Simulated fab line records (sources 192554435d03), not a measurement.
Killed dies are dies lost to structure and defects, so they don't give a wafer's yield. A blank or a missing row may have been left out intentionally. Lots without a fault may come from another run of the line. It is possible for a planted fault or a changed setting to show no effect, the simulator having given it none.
Lot-split experiment | flow n5Finfet | 39 wafers read from 7 lots, route of 1938 steps

SPLIT DETAILS
At N5_BEOL_M13_ILD_DEP_00 (deposits SiOC from DEMS/O2, target thk 837.92 nm, time 166.4 s), the setting timeS was moved away from the recipe's 166.4 s on 12 of the 39 wafers read, by -50.2% to +59.6%. All remaining wafers had this setting at the recipe value.

The file shows no step between the split and the reading.

THE READING
M13_ILD_THK in nanometres, read at N5_BEOL_M13_THK_MEAS_01. Typical for fault-free wafers on this fab line: 838 nm, with standard deviation 11 nm.

wafer  | tool, chamber at the split | timeS as run, s | against the recipe | M13_ILD_THK, nm | against lot-mates on the recipe
L077.1 | pecvd-03, 0                | 166.4           | recipe             | 838             | -
L077.2 | pecvd-03, 1                | 265.6           | +59.6%             | 1317            | +478
L077.3 | pecvd-03, 2                | 166.4           | recipe             | 830             | -
L077.4 | pecvd-03, 2                | 166.4           | recipe             | 850             | -
L077.5 | pecvd-03, 0                | 265.6           | +59.6%             | 1348            | +509
L077.6 | pecvd-03, 1                | 265.6           | +59.6%             | 1339            | +500
L082.1 | pecvd-02, 2                | 82.95           | -50.2%             | 412             | -431
L082.2 | pecvd-02, 0                | 166.4           | recipe             | 838             | -
L082.3 | pecvd-02, 1                | 166.4           | recipe             | 833             | -
L082.4 | pecvd-02, 0                | 166.4           | recipe             | 859             | -
L082.5 | pecvd-02, 1                | 82.95           | -50.2%             | 424             | -419
L082.6 | pecvd-02, 2                | 82.95           | -50.2%             | 420             | -423
L084.1 | pecvd-02, 1                | 140             | -15.9%             | 686             | -149
L084.2 | pecvd-02, 2                | 140             | -15.9%             | 696             | -139
L084.3 | pecvd-02, 0                | 166.4           | recipe             | 829             | -
L084.4 | pecvd-02, 0                | 166.4           | recipe             | 835             | -
L084.5 | pecvd-02, 1                | 166.4           | recipe             | 840             | -
L084.6 | pecvd-02, 2                | 140             | -15.9%             | 701             | -134
L085.1 | pecvd-02, 2                | 166.4           | recipe             | 833             | -
L085.2 | pecvd-02, 0                | 166.4           | recipe             | 842             | -
L085.3 | pecvd-02, 1                | 166.4           | recipe             | 836             | -
L085.4 | pecvd-02, 1                | 166.4           | recipe             | 852             | -
L085.5 | pecvd-02, 0                | 166.4           | recipe             | 850             | -
L085.6 | pecvd-02, 2                | 166.4           | recipe             | 847             | -
L086.1 | pecvd-04, 2                | 166.4           | recipe             | 825             | -
L086.2 | pecvd-04, 2                | 259.7           | +56.1%             | 1307            | +469
L086.3 | pecvd-04, 2                | 166.4           | recipe             | 841             | -
L086.4 | pecvd-04, 2                | 166.4           | recipe             | 848             | -
L086.5 | pecvd-04, 2                | 259.7           | +56.1%             | 1311            | +473
L086.6 | pecvd-04, 2                | 259.7           | +56.1%             | 1306            | +468
L092.1 | pecvd-02, 0                | 166.4           | recipe             | 826             | -
L092.2 | pecvd-02, 1                | 166.4           | recipe             | 829             | -
L092.3 | pecvd-02, 2                | 166.4           | recipe             | 832             | -
L092.4 | pecvd-02, 0                | 166.4           | recipe             | 844             | -
L092.5 | pecvd-02, 1                | 166.4           | recipe             | 834             | -
L092.6 | pecvd-02, 2                | 166.4           | recipe             | 840             | -
L096.1 | pecvd-02, 2                | 166.4           | recipe             | 827             | -
L096.2 | pecvd-02, 0                | 166.4           | recipe             | 820             | -
L096.4 | pecvd-02, 2                | 166.4           | recipe             | 835             | -

FIT RESULTS
A straight line over all 39 wafers: M13_ILD_THK changes by +8.38 nm for each +1% of timeS; r = +1.00; the points scatter about the line by 9.4 nm.
The same after taking each lot's own level away (the mean of its wafers on the recipe; 39 wafers): +8.4 nm for each +1%; r = +1.00; scatter 8.2 nm.
That fit puts the effect of the largest move of timeS on the reading at 5e+02 nm.
The lots' own levels span 827.3 to 843.3 nm, that is 1.5 times the standard deviation above.
So the lot-to-lot level changes the slope little: the two slopes agree.
Check: with one of the wafers moved furthest among these (+59.6%) left out of the fit, the line predicts +503 nm for it against its lot-mates. Against them it came out at +478 nm.

THE WHOLE CHAIN: every reading that the file lists as answering this split, in the file's order
step                    | what it does                                                   | reading                                                                            | change (the file's fit)                                                                       | r (the file's)
N5_BEOL_M13_ILD_DEP_00  | deposits SiOC from DEMS/O2, target thk 837.92 nm, time 166.4 s | SiOC_of_BEOL_M13_ILD_DEP_00.thkNm (the simulator's own value, which no gauge read) | +8.39 nm for each +1% of the setting                                                          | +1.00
N5_BEOL_M13_THK_MEAS_01 |                                                                | M13_ILD_THK                                                                        | +8.39 for each +1% of the setting                                                             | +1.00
N5_BEOL_M13_VIA_ETCH_16 | etches SiOC in C4F8/O2/Ar, target depth 921.7 nm               | BARC_of_BEOL_M13_COAT_58.thkNm (the simulator's own value, which no gauge read)    | not straight: 89.13 at the lowest setting, 88.97 at the recipe, 9.267 at the highest          | not given
N5_BEOL_M13_VIA_ETCH_16 | etches SiOC in C4F8/O2/Ar, target depth 921.7 nm               | etch.depthNm (the simulator's own value, which no gauge read)                      | +8.39 nm for each +1% of the setting                                                          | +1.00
N5_BEOL_M13_VIA_ETCH_16 | etches SiOC in C4F8/O2/Ar, target depth 921.7 nm               | coat_of_BEOL_M13_COAT_04.thkNm (the simulator's own value, which no gauge read)    | -1.59 nm for each +1% of the setting                                                          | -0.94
N5_BEOL_M13_STRIP_63    | strips in N2/H2                                                | oesProductAu                                                                       | not straight: 0.763 at the lowest setting, 0.674 at the recipe, 0.225 at the highest          | not given
N5_BEOL_M13_STRIP_63    | strips in N2/H2                                                | stripTimeToEndpointS                                                               | not straight: withheld at the lowest setting, withheld at the recipe, withheld at the highest | not given
N5_BEOL_M13_STRIP_64    | strips in N2/H2                                                | stripTimeToEndpointS                                                               | not straight: withheld at the lowest setting, withheld at the recipe, withheld at the highest | not given

THE FILE'S OWN FIT
M13_ILD_THK changes by +8.39 nm for each +1% of timeS, r = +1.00.
